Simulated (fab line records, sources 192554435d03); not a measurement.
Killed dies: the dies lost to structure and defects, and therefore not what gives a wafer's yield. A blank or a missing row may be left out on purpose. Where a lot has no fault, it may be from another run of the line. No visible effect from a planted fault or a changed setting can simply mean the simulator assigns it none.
fab line records ; flow n5_finfet
record: lots: 5; wafers: 15; last_day: 17
route steps=1938 shown BEOL_M3@942 BEOL_M4@1111
lots that met no fault: from a run of the same line without faults
start_h: hours from the record's first day to the start of the lot's first wafer shown ; wait_h: hours from the lot's prior step to this one ; " the same as in the row above ; L1.1+2: a row that stands for several wafers ; - no value present, or no start provided ; * or withheld: withheld ; < > ~ a bound
route shown NAME@n: names a module that has steps shown in the file, with the first one's number in the route ; usual: mean/standard deviation of fault-free wafers ; same: alike in all rows ; chamber/n: place in a boat ; sites: per-site readings ; _std_site: the values' standard deviation ; _edge_site: outer sites' mean less inner sites' ; radius_mm: for every site, how far away it sits from the centre of the wafer ; mask NAME#n: copy n ; behind: tool/chamber where the wafer was last shaped ; hold: the reason the lot was held/the length of the hold in hours/how it ended ; device: transistor that didn't switch, given as n, p or np ; end of line: at the end of the route, the tests of the same wafers ; a step given without rows: its recipe and nothing more ; killed: not the wafer's yield, but the dies lost to structure and defects at the first sort ; map: per-die view of a wafer (x killed, . not killed, _ where there is no die)
set.NAME: the setting as run; set.NAME@STEP: as run at that earlier step ; model.NAME: the simulator's own value behind a step, which no gauge read
a table for each step, a row for each wafer; lots at some steps of the route
services: the hour from which a tool's chamber was out of use, counted from the record's first day as start_h (under 0 if before that day), plus the number of hours and why
== steps ==
step: N5_BEOL_M3_PEB_09
recipe: peb_temp_c: 100; peb_time_s: 60; resist: CAR-EUV
step: N5_BEOL_M3_DEVELOP_10
recipe: develop_time_s: 30; developer: TMAH; resist: CAR-EUV; rinse_liquid: surfactant_rinse; dry: air_spin; dev_temp_c: 23
step: N5_BEOL_M3_DESCUM_16
recipe: chemistry: O2; time_s: 7; source_power_w: 50; bias_power_w: 20; pressure_mtorr: 20; rf_frequency_hz: 2.712e+07; temp_c: 40; resist: CAR-EUV; o2_flow_sccm: 225
step: N5_BEOL_M3_ETCH_74
recipe: chemistry: N2/H2; target: underlayer; target_depth_a: 65; mask_material: CAR-EUV; time_s: 5.2; ion_energy_ev: 200; pressure_mtorr: 30; source_w: 840; bias_w: 150; n2_flow_sccm: 200; h2_flow_sccm: 200; ends: cleared
step: N5_BEOL_M3_ETCH_63
recipe: chemistry: CF4; target: SiARC; target_depth_a: 156; mask_material: CAR-EUV; time_s: 26; ion_energy_ev: 80; pressure_mtorr: 40; source_w: 545; bias_w: 36; Ar_flow_sccm: 100; cf4_flow_sccm: 100; ends: cleared
step: N5_BEOL_M3_ETCH_64
recipe: chemistry: N2/H2; target: SOC; target_depth_a: 750; overetch_a: 150; mask_material: SiARC; temp_c: 40; time_s: 112.5; ion_energy_ev: 200; pressure_mtorr: 30; source_w: 840; bias_w: 150; n2_flow_sccm: 200; h2_flow_sccm: 200
step: N5_BEOL_M3_STRIP_65
recipe: chemistry: N2/H2; temp_c: 40; n2_flow_sccm: 200; h2_flow_sccm: 200; rf_frequency_hz: 6e+07
step: N5_BEOL_M3_STRIP_75
recipe: chemistry: N2/H2; temp_c: 40; n2_flow_sccm: 200; h2_flow_sccm: 200; rf_frequency_hz: 6e+07
step: N5_BEOL_M3_STRIP_66
recipe: chemistry: CF4; resist: SiARC; power_w: 300; bias_power_w: 75; pressure_mtorr: 50; cf4_flow_sccm: 150; rf_frequency_hz: 6e+07
step: N5_BEOL_M3_HM_OPEN_17
recipe: chemistry: Cl2/BCl3; target_depth_a: 200; overetch_a: 60; target: TiN; mask_material: SOC; ion_energy_ev: 150; pressure_mtorr: 10; icp_w: 1000; bias_w: 126; Cl2_flow_sccm: 53.25; bcl3_flow_sccm: 21.75; Ar_flow_sccm: 25
usual: drypump_motor_current_A: 5.9/0.3; mfc_ar_sccm: 24.98/0.076; oes_product_au: 0.66/0.11; throttle_valve_pct: 22.15/0.2
lot.wafer;tool;chamber;start_h;wait_h;drypump_motor_current_A;mfc_ar_sccm;oes_product_au;rf_hours_counter_h;throttle_valve_pct;model.SOC_of_BEOL_M3_COAT_61.thk_nm;model.BEOL_M3.cd_offset_nm
L271.2;rie_metal-02;1;194.50;0.1;5.9;24.95;0.51;-;22.44;52.8;0.4
L271.4;rie_metal-02;1;194.50;0.1;5.9;24.97;0.52;-;22.43;52.8;0.6
L271.5;rie_metal-02;1;194.50;0.1;5.9;24.89;0.52;-;22.42;52.4;0.8
L278.2;rie_metal-02;0;241.69;0.0;6.2;24.80;0.81;2;21.93;49.4;0.6
L278.4;rie_metal-02;1;241.69;0.0;5.8;25.07;0.52;-;22.43;52.8;0
L278.5;rie_metal-02;1;241.69;0.0;5.9;24.97;0.52;-;22.44;49.4;0.8
L279.1;rie_metal-02;1;244.87;0.0;5.9;24.93;0.52;124;22.44;49.6;0.2
L279.2;rie_metal-02;0;244.87;0.0;6.2;24.97;0.82;2;21.92;49.6;0
L279.5;rie_metal-02;0;244.87;0.0;6.2;24.90;0.82;-;21.92;49.6;0
L280.1;rie_metal-01;0;246.37;0.0;6.3;24.94;0.65;56;21.92;52;0
L280.3;rie_metal-01;0;246.37;0.0;6.3;24.91;0.63;-;21.95;52;-0.4
L280.5;rie_metal-01;0;246.37;0.0;6.3;24.97;0.64;-;21.96;51.8;-0.2
L283.1;rie_metal-02;0;255.02;0.0;6.2;24.82;0.81;3;21.92;49.4;0.6
L283.3;rie_metal-02;0;255.02;0.0;6.2;24.85;0.81;-;21.92;52.4;0.4
L283.6;rie_metal-02;0;255.02;0.0;6.2;24.97;0.81;-;21.91;52.4;0.4
step: N5_BEOL_M3_STRIP_19
recipe: chemistry: O2; power_w: 400; temp_c: 40; pressure_mtorr: 30; rf_frequency_hz: 6e+07; bias_power_w: 0; overash_fraction: 0.2; o2_flow_sccm: 225
step: N5_BEOL_M4_RC_MEAS_101
usual: DIBL_N: 36.0/2; DIBL_P: 36.2/2.2; IOFF_N: 0.16/0.034; IOFF_P: 0.21/0.04; ION_N: 675/12; ION_P: 463/7.2; SS_N: 71.6/0.6; SS_P: 73.3/0.67; VT_N: 250/3; VT_P: -251/3.4
lot.wafer;tool;chamber;start_h;wait_h;DIBL_N[mV/V];DIBL_P[mV/V];IOFF_N[nA/um];IOFF_P[nA/um];ION_N[uA/um];ION_P[uA/um];SS_N[mV/dec];SS_P[mV/dec];VT_N[mV];VT_P[mV]
L271.2;prober-01;0;217.83;0.2;35.2;36.0;0.18;0.23;690;472;72.1;72.8;243;-248
L271.4;prober-01;0;217.83;0.2;31.9;32.0;0.11;0.17;665;459;70.5;72.5;255;-253
L271.5;prober-01;0;217.83;0.2;34.9;35.7;0.16;0.22;677;468;70.7;72.6;250;-247
L279.1;prober-01;0;267.96;0.0;36.1;36.0;0.18;0.25;689;479;71.2;72.8;247;-245
L279.2;prober-01;0;267.96;0.0;38.2;38.0;0.21;0.28;687;474;72.2;73.9;244;-247
L279.5;prober-01;0;267.96;0.0;37.3;36.0;0.19;0.26;684;476;71.7;73.3;250;-246
L278.2;prober-02;0;269.01;0.2;33.2;33.3;0.11;0.18;672;471;71.9;72.3;255;-252
L278.4;prober-02;0;269.01;0.2;33.6;34.0;0.11;0.18;659;464;70.6;72.9;254;-250
L278.5;prober-02;0;269.01;0.2;34.7;34.8;0.13;0.19;663;464;71.6;73.6;253;-254
L280.1;prober-01;0;269.45;0.0;36.9;36.5;0.16;0.23;674;466;71.4;73.1;249;-247
L280.3;prober-01;0;269.45;0.0;36.6;35.6;0.17;0.22;681;469;72.0;72.8;247;-246
L280.5;prober-01;0;269.45;0.0;34.9;35.4;0.14;0.22;677;467;71.0;72.6;250;-247
L283.1;prober-02;0;275.12;0.0;36.4;37.5;0.16;0.25;663;456;72.0;73.2;252;-248
L283.3;prober-02;0;275.12;0.0;34.7;35.6;0.16;0.24;686;474;70.8;73.3;248;-246
L283.6;prober-02;0;275.12;0.0;34.4;34.8;0.14;0.22;673;468;71.6;73.2;252;-248
== services ==
tool;chamber;start_h;hours;kind
rie_metal-02;0;182.77;-;clean
rie_metal-02;0;182.77;20.1;scheduled_down
rie_metal-02;0;182.77;20.1;vent_cycle
rie_metal-02;-;210.06;10.0;pm
rie_metal-02;1;253.64;-;clean
rie_metal-02;1;253.64;17.3;scheduled_down
rie_metal-02;1;253.64;17.3;vent_cycle
== key ==
first_sign none at tools or gauges
model_effect: step: N5_BEOL_M3_HM_OPEN_17; value: SOC_of_BEOL_M3_COAT_61.thk_nm; without: 52.67; struck: 49.5
met_at N5_BEOL_M3_HM_OPEN_17
struck_wafers L278.2,L278.5,L279.1,L279.2,L279.5,L283.1
onset_between 194.50 241.69
fault: kind: process_parameter_drift; tool: rie_metal-02; chamber: -; onset_h: 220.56; steps: N5_BEOL_M3_HM_OPEN_17; channel: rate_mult; offset: 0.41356; shape: step; end_h: 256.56; scope: struck_wafers_only
